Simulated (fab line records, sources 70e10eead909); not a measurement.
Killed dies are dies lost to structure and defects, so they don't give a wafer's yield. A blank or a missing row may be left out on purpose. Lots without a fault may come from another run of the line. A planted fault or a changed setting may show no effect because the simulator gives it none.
Chamber matching | flow nand_harc | NHARC_A_BLC_ALD_23 on ald_metal-01: 4 sister chambers
The step deposits TiN, target thk 3 nm, pulse time 1 s, ald cycles 150. 4 wafers are shown with their chamber, then 9 later ones without.

WAFERS WITH THEIR CHAMBER
wafer  | chamber | heater_power_w (W)
L084.1 | 1       | 1005
L091.1 | 2       | 1109
L091.3 | 3       | 1057
L091.6 | 0       | 997

WAFERS WITHOUT THEIR CHAMBER
wafer  | heater_power_w (W)
L088.1 | 1022
L088.2 | 1018
L088.3 | 1121
L093.1 | 1009
L093.3 | 1054
L093.6 | 1056
L097.2 | 1013
L097.3 | 1057
L097.6 | 1025

WHICH CHAMBER EACH WENT THROUGH
wafer  | from the rows above          | in truth
L088.1 | can't be placed: 1 or 0 or 3 | 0
L088.2 | can't be placed: 1 or 0      | 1
L088.3 | 2                            | 2
L093.1 | can't be placed: 1 or 0      | 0
L093.3 | 3                            | 3
L093.6 | 3                            | 3
L097.2 | can't be placed: 1 or 0      | 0
L097.3 | 3                            | 3
L097.6 | can't be placed: 1 or 0 or 3 | 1
Placed correctly: 4 of 9. Can't be placed from these rows: 5 (the true chamber is among the candidates in 5). Placed wrongly: 0.
How it was worked out, from the rows above alone: a wafer's distance from a chamber is the root of the sum, over the readings, of the square of ((its reading less the chamber's mean) divided by the reading's scatter). The wafer belongs to the nearest chamber; if the next one is less than 2 further off, it can't be placed. A chamber's mean is the mean of its shown wafers. The scatter: with one shown wafer a chamber, the root of the mean of the squares of how far each hidden wafer lies from its nearest shown one.
